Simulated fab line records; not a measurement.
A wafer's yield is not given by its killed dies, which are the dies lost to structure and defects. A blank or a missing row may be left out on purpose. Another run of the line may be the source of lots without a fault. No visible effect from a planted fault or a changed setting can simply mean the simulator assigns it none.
Split-lot experiment || flow n5-finfet || route with 1938 steps; 7 lots, 21 wafers read

SPLIT DETAILS
At N5_BEOL_M10_ILD_DEP_00 (deposits SiCOH lowk from DEMS/porogen, target thk 308.51 nm, time 58 s), the setting time-s was moved away from the recipe's 58 s on 6 of the 21 wafers read, by -12.1% to +11.7%. All remaining wafers had this setting at the recipe value.

SPLIT TO READING: what lies between them in the file, 1 step
- N5_BEOL_M10_CURE_71: cures SiCOH lowk, time 240 s

THE READING
M10_ILD_THK in nanometres, read at N5_BEOL_M10_THK_MEAS_01. Typical for fault-free wafers on this fab line: 269 nm, with standard deviation 3.8 nm.

{"wafer": "L074.2", "tool, chamber at the split": "pecvd-04, 1", "time-s as run, s": 58, "against the recipe": "recipe", "M10_ILD_THK, nm": 271, "against lot-mates on the recipe": "-"}
{"wafer": "L074.3", "tool, chamber at the split": "pecvd-04, 2", "time-s as run, s": 51.69, "against the recipe": "-10.9%", "M10_ILD_THK, nm": 241, "against lot-mates on the recipe": -30}
{"wafer": "L074.4", "tool, chamber at the split": "pecvd-04, 0", "time-s as run, s": 51.69, "against the recipe": "-10.9%", "M10_ILD_THK, nm": 243, "against lot-mates on the recipe": -28}
{"wafer": "L076.1", "tool, chamber at the split": "pecvd-04, 0", "time-s as run, s": 58, "against the recipe": "recipe", "M10_ILD_THK, nm": 268, "against lot-mates on the recipe": "-"}
{"wafer": "L076.2", "tool, chamber at the split": "pecvd-04, 2", "time-s as run, s": 58, "against the recipe": "recipe", "M10_ILD_THK, nm": 268, "against lot-mates on the recipe": "-"}
{"wafer": "L076.5", "tool, chamber at the split": "pecvd-04, 1", "time-s as run, s": 61.7, "against the recipe": "+6.4%", "M10_ILD_THK, nm": 290, "against lot-mates on the recipe": "+22"}
{"wafer": "L084.3", "tool, chamber at the split": "pecvd-01, 2", "time-s as run, s": 58, "against the recipe": "recipe", "M10_ILD_THK, nm": 269, "against lot-mates on the recipe": "-"}
{"wafer": "L084.5", "tool, chamber at the split": "pecvd-01, 1", "time-s as run, s": 62.36, "against the recipe": "+7.5%", "M10_ILD_THK, nm": 293, "against lot-mates on the recipe": "+22"}
{"wafer": "L084.6", "tool, chamber at the split": "pecvd-01, 2", "time-s as run, s": 58, "against the recipe": "recipe", "M10_ILD_THK, nm": 273, "against lot-mates on the recipe": "-"}
{"wafer": "L085.1", "tool, chamber at the split": "pecvd-01, 2", "time-s as run, s": 58, "against the recipe": "recipe", "M10_ILD_THK, nm": 264, "against lot-mates on the recipe": "-"}
{"wafer": "L085.5", "tool, chamber at the split": "pecvd-01, 1", "time-s as run, s": 58, "against the recipe": "recipe", "M10_ILD_THK, nm": 271, "against lot-mates on the recipe": "-"}
{"wafer": "L085.6", "tool, chamber at the split": "pecvd-01, 0", "time-s as run, s": 58, "against the recipe": "recipe", "M10_ILD_THK, nm": 272, "against lot-mates on the recipe": "-"}
{"wafer": "L093.2", "tool, chamber at the split": "pecvd-01, 2", "time-s as run, s": 58, "against the recipe": "recipe", "M10_ILD_THK, nm": 267, "against lot-mates on the recipe": "-"}
{"wafer": "L093.3", "tool, chamber at the split": "pecvd-01, 0", "time-s as run, s": 64.77, "against the recipe": "+11.7%", "M10_ILD_THK, nm": 296, "against lot-mates on the recipe": "+28"}
{"wafer": "L093.4", "tool, chamber at the split": "pecvd-01, 1", "time-s as run, s": 58, "against the recipe": "recipe", "M10_ILD_THK, nm": 268, "against lot-mates on the recipe": "-"}
{"wafer": "L092.1", "tool, chamber at the split": "pecvd-04, 0", "time-s as run, s": 50.98, "against the recipe": "-12.1%", "M10_ILD_THK, nm": 238, "against lot-mates on the recipe": -30}
{"wafer": "L092.2", "tool, chamber at the split": "pecvd-04, 2", "time-s as run, s": 58, "against the recipe": "recipe", "M10_ILD_THK, nm": 271, "against lot-mates on the recipe": "-"}
{"wafer": "L092.3", "tool, chamber at the split": "pecvd-04, 1", "time-s as run, s": 58, "against the recipe": "recipe", "M10_ILD_THK, nm": 265, "against lot-mates on the recipe": "-"}
{"wafer": "L091.1", "tool, chamber at the split": "pecvd-02, 2", "time-s as run, s": 58, "against the recipe": "recipe", "M10_ILD_THK, nm": 261, "against lot-mates on the recipe": "-"}
{"wafer": "L091.5", "tool, chamber at the split": "pecvd-02, 0", "time-s as run, s": 58, "against the recipe": "recipe", "M10_ILD_THK, nm": 267, "against lot-mates on the recipe": "-"}
{"wafer": "L091.6", "tool, chamber at the split": "pecvd-02, 1", "time-s as run, s": 58, "against the recipe": "recipe", "M10_ILD_THK, nm": 269, "against lot-mates on the recipe": "-"}

THE FIT
A straight line over all 21 wafers: M10_ILD_THK changes by +2.58 nm for each +1% of time-s; r = +0.98; the points scatter about the line by 3.3 nm.
The same after taking each lot's own level away (the mean of its wafers on the recipe; 21 wafers): +2.65 nm for each +1%; r = +0.98; scatter 2.7 nm.
On that fit, the largest move of time-s shifts the reading by 32 nm.
Across the lots, their own levels run from 265.7 to 271.0 nm, a range of 1.4 times the standard deviation given above.
The two slopes agree, so the slope changes little with the lot-to-lot level.
Check: for one of the wafers moved furthest among these (-12.1%), held out of the fit, the line's prediction against its lot-mates is -32.4 nm. It came out at -30 nm against them.

OTHER SPLITS APPLIED TO THESE WAFERS
Other splits were also applied to these wafers ahead of the reading. Each is held against what the fit with the lots' levels taken away leaves over:
{"other split on the same wafers": "N5_BEOL_M7_EXPOSE_25 dose-mj", "wafers away from the commonest value": 5, "r with M10_ILD_THK (lot level and that fit taken away)": -0.01}
{"other split on the same wafers": "N5_BEOL_M8_PEB_09 peb-time-s", "wafers away from the commonest value": 6, "r with M10_ILD_THK (lot level and that fit taken away)": -0.10}
{"other split on the same wafers": "N5_BEOL_M9_EXPOSE_25 dose-mj", "wafers away from the commonest value": 11, "r with M10_ILD_THK (lot level and that fit taken away)": "+0.12"}
{"other split on the same wafers": "N5_BEOL_M9_ETCH_65 bias-w", "wafers away from the commonest value": 8, "r with M10_ILD_THK (lot level and that fit taken away)": "+0.34"}

THE WHOLE CHAIN: every reading that the file lists as answering this split, in the file's order
{"step": "N5_BEOL_M10_ILD_DEP_00", "what it does": "deposits SiCOH lowk from DEMS/porogen, target thk 308.51 nm, time 58 s", "reading": "SiCOH_lowk_of_BEOL_M10_ILD_DEP_00.thk-nm (the simulator's own value, which no gauge read)", "change (the file's fit)": "+3.01 nm for each +1% of the setting", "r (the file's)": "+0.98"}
{"step": "N5_BEOL_M10_CURE_71", "what it does": "cures SiCOH lowk, time 240 s", "reading": "SiCOH_lowk_of_BEOL_M10_ILD_DEP_00.thk-nm (the simulator's own value, which no gauge read)", "change (the file's fit)": "+2.65 nm for each +1% of the setting", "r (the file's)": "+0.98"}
{"step": "N5_BEOL_M10_THK_MEAS_01", "what it does": "", "reading": "M10_ILD_THK", "change (the file's fit)": "+2.64 for each +1% of the setting", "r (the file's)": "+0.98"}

THE FILE'S OWN FIT
M10_ILD_THK changes by +2.64 nm for each +1% of time-s, r = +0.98.
